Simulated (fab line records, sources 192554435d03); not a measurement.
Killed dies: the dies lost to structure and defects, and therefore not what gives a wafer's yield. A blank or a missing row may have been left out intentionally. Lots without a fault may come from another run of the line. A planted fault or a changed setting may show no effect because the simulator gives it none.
Which of the tools did it? -- flow n5_finfet -- 8 lots, 24 wafers sampled, at 3 steps of a route of 1938

## WHAT THE GAUGES SHOWED, per wafer
N5_DUMMY_GATE_CD_MEAS_50: target cd 14 nm.
lot,measured,on,cd_nm (nm)
L254,day 4 16:38,cd_sem-02,14.3 13.9 14.3
L257,day 5 09:44,cd_sem-02,14.1 14.6 14.3
L262,day 6 15:59,cd_sem-02,14.4 13.9 14.4
L263,day 6 22:03,cd_sem-02,13.3 13.9 13.8
L264,day 8 19:56,cd_sem-01,- - -
L267,day 7 22:55,cd_sem-01,14.0 13.9 13.9
L269,day 8 11:03,cd_sem-03,- - -
L270,day 8 18:07,cd_sem-03,- - -

## WHICH TOOL RAN EACH LOT (tool, then ch and the chambers of the sampled wafers, then the start)
lot,N5_DUMMY_GATE_ALD_02,N5_DUMMY_GATE_ETCH_37
L254,"ald_sin-02 ch 1,2, day 4 07:37","rie_diel-05 ch 0,1,2, day 4 16:24"
L257,"ald_sin-04 ch 1,2,3, day 5 00:39","rie_diel-05 ch 0,1,3, day 5 09:25"
L262,"ald_sin-01 ch 1,2, day 6 06:56","rie_diel-05 ch 0,2,3, day 6 15:45"
L263,"ald_sin-02 ch 1,2,3, day 6 13:00","rie_diel-06 ch 0,1,2, day 6 21:49"
L264,"ald_sin-04 ch 0,1, day 6 19:26","rie_diel-03 ch 0,1,2, day 8 19:29"
L267,"ald_sin-01 ch 1,3, day 7 13:41","rie_diel-06 ch 0,2,3, day 7 22:28"
L269,"ald_sin-04 ch 0,1,3, day 8 01:40","rie_diel-05 ch 0,1, day 8 10:34"
L270,"ald_sin-02 ch 0,2,3, day 8 09:01","rie_diel-06 ch 0,3, day 8 17:53"
- N5_DUMMY_GATE_ALD_02: deposits SiO2, target thk 2 nm, pulse time 1 s.
- N5_DUMMY_GATE_ETCH_37: etches SOC in N2/H2, target depth 60 nm, overetch 30 nm.

## THE ANSWER, worked out from the rows above alone
Rule: the lots themselves supply what counts as usual. The widest of any qualifying gaps counts: lots, ordered by their means at a reading, are off when they make up no more than a third of the lots, leave a main group of 4 or more, and stand apart from it by 3 or more times the standard deviation of that group's means. If all means in a main group match to the digits the tables above print for the reading, that group is not used. A lot without any number at a reading at which 4 lots or more have one is off too. All remaining lots with rows at the step are treated as sound.
Off: L264, L269, L270, at N5_DUMMY_GATE_CD_MEAS_50 (cd_nm). Without a number there: L264, L269, L270. For the main group the mean is 14.1 nm and the standard deviation 0.24.
If a tool, at a process step before that reading, ran all the lots that are off and no sound lot after the first of them, it fits. Gauges at N5_DUMMY_GATE_CD_MEAS_50: tried the same way as those tools. No candidate that was tried fits.

## WHAT THE SIMULATOR PUT IN
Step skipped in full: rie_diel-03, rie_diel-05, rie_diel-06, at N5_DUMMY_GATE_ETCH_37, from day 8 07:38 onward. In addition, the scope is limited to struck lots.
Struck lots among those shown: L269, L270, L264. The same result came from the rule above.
